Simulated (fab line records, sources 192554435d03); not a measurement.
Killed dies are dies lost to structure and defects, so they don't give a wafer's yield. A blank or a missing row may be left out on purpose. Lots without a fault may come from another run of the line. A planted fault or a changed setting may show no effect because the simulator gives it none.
Chamber matching | flow n5_finfet | N5_BEOL_M4_STRIP_19 on rie_diel-02: 4 sister chambers
The step strips in O2. 4 wafers are shown with their chamber, then 8 later ones without.

WAFERS WITH THEIR CHAMBER
wafer  | chamber | drypump_motor_current_A (A)
L081.1 | 2       | 5.9
L081.5 | 0       | 5.7
L083.2 | 1       | 5.0
L084.1 | 3       | 5.4

WAFERS WITHOUT THEIR CHAMBER
wafer  | drypump_motor_current_A (A)
L084.5 | 5.4
L084.6 | 5.7
L090.2 | 5.4
L090.3 | 5.0
L090.4 | 5.6
L092.2 | 5.4
L092.5 | 5.7
L092.6 | 5.0

WHICH CHAMBER EACH WENT THROUGH
wafer  | from the rows above | in truth
L084.5 | 3                   | 3
L084.6 | 0                   | 0
L090.2 | 3                   | 3
L090.3 | 1                   | 1
L090.4 | 0                   | 0
L092.2 | 3                   | 3
L092.5 | 0                   | 0
L092.6 | 1                   | 1
Placed correctly: 8 of 8. Can't be placed from these rows: 0. Placed wrongly: 0.
How it was worked out, from the rows above alone: a wafer's distance from a chamber is the root of the sum, over the readings, of the square of ((its reading less the chamber's mean) divided by the reading's scatter). The wafer belongs to the nearest chamber; if the next one is less than 2 further off, it can't be placed. A chamber's mean is the mean of its shown wafers. The scatter: with one shown wafer a chamber, the root of the mean of the squares of how far each hidden wafer lies from its nearest shown one.
